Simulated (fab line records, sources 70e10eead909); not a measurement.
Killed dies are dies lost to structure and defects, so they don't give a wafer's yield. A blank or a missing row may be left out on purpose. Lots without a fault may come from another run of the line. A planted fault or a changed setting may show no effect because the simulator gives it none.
Problem report in the 8D (eight disciplines) form, filled by code | flow nand_harc | the parts of the form that need people (team, actions taken, sign-off) are left out

1. THE PROBLEM
killed_at_array at NHARC_END_SORT_01 reads a mean of 673 on 6 wafers of 2 lots; wafers without a fault read 27 with a standard deviation of 11. That is +59 standard deviations from the usual mean.
First seen on wafer L783.1, day 20 16:35, on prober-02. The record holds 6 wafers of 2 lots with a number at this step. Rule for "out", or "out of limits": more than 4 standard deviations from the usual mean. The other wafers with a number count as sound.

2. WHAT IT IS AND WHAT IT IS NOT
question                    | is                           | is not
which readings at this step | killed_at_array, killed_dies | killed_at_other, killed_open, killed_short
which lots                  | L782, L783                   | -
which wafers of those lots  | all that have a number       | -
read on which gauges        | prober-01, prober-02         | -
when                        | from day 20 16:35            | up to then (0 sound wafers)

3. SUSPECTS, AND WHAT RULES EACH OUT
Counting: a tool at a process step up to the reading stays a suspect if it ran every lot that is out and no sound lot after the first of them.
- the gauge at NHARC_END_SORT_01: ruled out. The wafers that are out were read on 2 gauges (prober-01, prober-02).
- rie_diel-02 at NHARC_A_STAIRCASE_TRIM_229 (chemistry O2, time 211.2 s): kept. It ran every lot that is out, first L782 (day 12 08:02), and no sound lot after that.
- rie_diel-02 at NHARC_A_STAIRCASE_ETCH_230 (etches the open film in C4F8/O2, target depth 100 nm, time 40.5 s): kept. It ran every lot that is out, first L782 (day 12 08:13), and no sound lot after that.
- rie_diel-02 at NHARC_A_STAIRCASE_TRIM_231 (chemistry O2, time 211.2 s): kept. It ran every lot that is out, first L783 (day 20 16:35), and no sound lot after that. NHARC_A_STAIRCASE_TRIM_231 gives no start for some lots, so the hours and the order of its lots are those of NHARC_END_SORT_01.
Left after counting: rie_diel-02 at NHARC_A_STAIRCASE_TRIM_229, rie_diel-02 at NHARC_A_STAIRCASE_ETCH_230, rie_diel-02 at NHARC_A_STAIRCASE_TRIM_231.

4. THE CAUSE (what the simulator had put in)
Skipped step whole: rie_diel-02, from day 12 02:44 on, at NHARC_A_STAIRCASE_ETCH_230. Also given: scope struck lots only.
Counting left 3 suspects, and this tool is among them.

5. THE CHAIN OF EFFECTS, in route order
Each row: a reading whose mean over the struck wafers that have a number lies more than 3 standard deviations from the usual. Only readings for which the record gives a usual standard deviation are gone through. hours: the time from each lot's start at the first step in this table that gives one to its start at this step, as a median over the lots. sigmas: the change in usual standard deviations.
hours | step              | reading         | usual | on struck wafers | change | sigmas
0     | NHARC_END_SORT_01 | killed_at_array | 27    | 673              | +646   | +59
0     | NHARC_END_SORT_01 | killed_dies     | 31    | 677              | +646   | +54
Readings that are blank on the struck wafers while sound wafers have them: bias_w at NHARC_A_STAIRCASE_ETCH_230; chamber_pressure_mTorr at NHARC_A_STAIRCASE_ETCH_230; oes_product_au at NHARC_A_STAIRCASE_ETCH_230; rf_vpp_V at NHARC_A_STAIRCASE_ETCH_230.

6. WHAT WOULD HAVE CAUGHT IT SOONER
In this record the first reading out of limits at a measuring or inspecting step was taken at day 20 16:35, 206 hours after the fault began at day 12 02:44.
At NHARC_A_STAIRCASE_ETCH_230 the tool's readings are blank on the struck wafers, where sound wafers have them: an empty tool record is the first sign, and it was there at once.
All the lots that are out (2) had begun NHARC_A_STAIRCASE_ETCH_230 on rie_diel-02 by day 20 16:35. A hold on the tool at that time would have spared none of them.
